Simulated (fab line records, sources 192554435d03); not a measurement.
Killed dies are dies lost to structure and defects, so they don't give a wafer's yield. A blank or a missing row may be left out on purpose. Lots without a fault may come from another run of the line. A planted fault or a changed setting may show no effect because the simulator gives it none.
A struck lot beside a sound one | flow n5_finfet | 15 steps out of a route of 1938
Sound: wafers L198.2, L198.4, L198.5. Struck: wafers L204.1, L204.2. (L204.3 of the same lot was not struck and is left out.) The cause comes at the end.
At each step with rows: each side's tool, then ch and its chambers, then its first start. Under that, the readings that differ: sound wafers | struck wafers | difference of the means | sigmas: that difference in standard deviations of wafers without a fault.
alike: readings whose means differ by less than 2 such deviations, and words and numbers that are the same on both sides. not compared: withheld readings, readings that some wafer has no value for, bounds like >300 that may hide the same value, and numbers for which the record gives no deviation and whose values overlap.
The two part at a step that has a row with sigmas, a row that says differs or no value, or rows on one side only. Numbers that don't overlap but have no deviation are shown without sigmas and don't part them. A reading that every wafer of one side lacks parts them only if that side has two wafers or more.

first, 8 steps without rows for these wafers: N5_BEOL_M10_COAT_63 (time 60 s, resist thk 100 nm); N5_BEOL_M10_COAT_64 (time 60 s, resist thk 30 nm); N5_BEOL_M10_COAT_22 (resist thk 90 nm); N5_BEOL_M10_EBR_24; N5_BEOL_M10_SOFTBAKE_23 (time 60 s); N5_BEOL_M10_EXPOSE_25 (exposes mask V9); N5_BEOL_M10_PEB_26 (peb time 60 s); N5_BEOL_M10_DEVELOP_27 (develop time 30 s).
N5_BEOL_M10_CD_MEAS_28: target cd 70 nm.
  sound on cd_sem-02 ch 0, day 13 17:34; struck on cd_sem-01 ch 0, day 15 03:49
  alike: cd_nm
N5_BEOL_M10_OVL_MEAS_29:
  sound on overlay-02 ch 0, day 13 17:36; struck on overlay-02 ch 0, day 15 03:50
  alike: V9_OVL
N5_BEOL_M10_INSPECT_30: inspects for defects (brightfield).
  sound on defect_inspect-02, day 13 17:37; struck on defect_inspect-02, day 15 03:52
  alike: raw_defect_count
N5_BEOL_M10_DESCUM_33: chemistry O2, time 7.9 s.
  sound on rie_diel-02 ch 1,2, day 13 17:41; struck on rie_diel-02 ch 0,1, day 15 03:54
  alike: drypump_motor_current_A, oes_product_au, rf_vpp_V, showerhead_plenum_p_Torr, throttle_valve_pct
  not compared: rf_hours_counter_h
N5_BEOL_M10_ETCH_65: etches SiARC in CF4, target depth 39 nm, time 65 s.
  sound on rie_diel-02 ch 1,2, day 13 17:43; struck on rie_diel-02 ch 0,1, day 15 03:56
  reading               | sound          | struck    | difference | sigmas
  etch_rf_on_time_s (s) | 64.2 62.6 64.6 | 88.5 90.2 | +25.5      | +23
  alike: drypump_motor_current_A, oes_product_au, rf_vpp_V, showerhead_plenum_p_Torr, throttle_valve_pct
  not compared: rf_hours_counter_h
N5_BEOL_M10_ETCH_66: etches SOC in N2/H2, target depth 120 nm, overetch 24 nm, time 180 s.
  sound on rie_diel-02 ch 1,2, day 13 17:46; struck on rie_diel-02 ch 0,1, day 15 03:59
  alike: drypump_motor_current_A, oes_product_au, rf_vpp_V, showerhead_plenum_p_Torr, throttle_valve_pct
  not compared: rf_hours_counter_h
-- the record jumps here: 2 days lie between the struck wafers' starts before and after (it left off in module BEOL_M10 and takes up again in module PASSIVATION, whose first step shown is number 1936 of the route) --
N5_PASSIVATION_PROBE_49:
  sound on prober-02, day 15 23:51; struck on prober-01, day 17 10:08
  reading         | sound    | struck | difference | sigmas
  killed_at_M4_up | 28 15 21 | 9 6    | -14        | -2
  alike: defect_limited_yield, killed_at_M0_to_M3, killed_at_contacts, killed_at_front_end, killed_at_other, killed_dies, killed_open, killed_short, sort_bin_5_function, sort_bin_6_memory, sort_bin_8_speed, sort_n_pass, sort_yield_pct

WHERE THEY PART
First at N5_BEOL_M10_ETCH_65; last, within this record, at N5_PASSIVATION_PROBE_49.

WHY: what the simulator had put in
Process parameter drift: rie_diel-02, from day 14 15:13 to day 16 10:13, at N5_BEOL_M10_ETCH_65. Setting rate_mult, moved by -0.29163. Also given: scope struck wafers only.
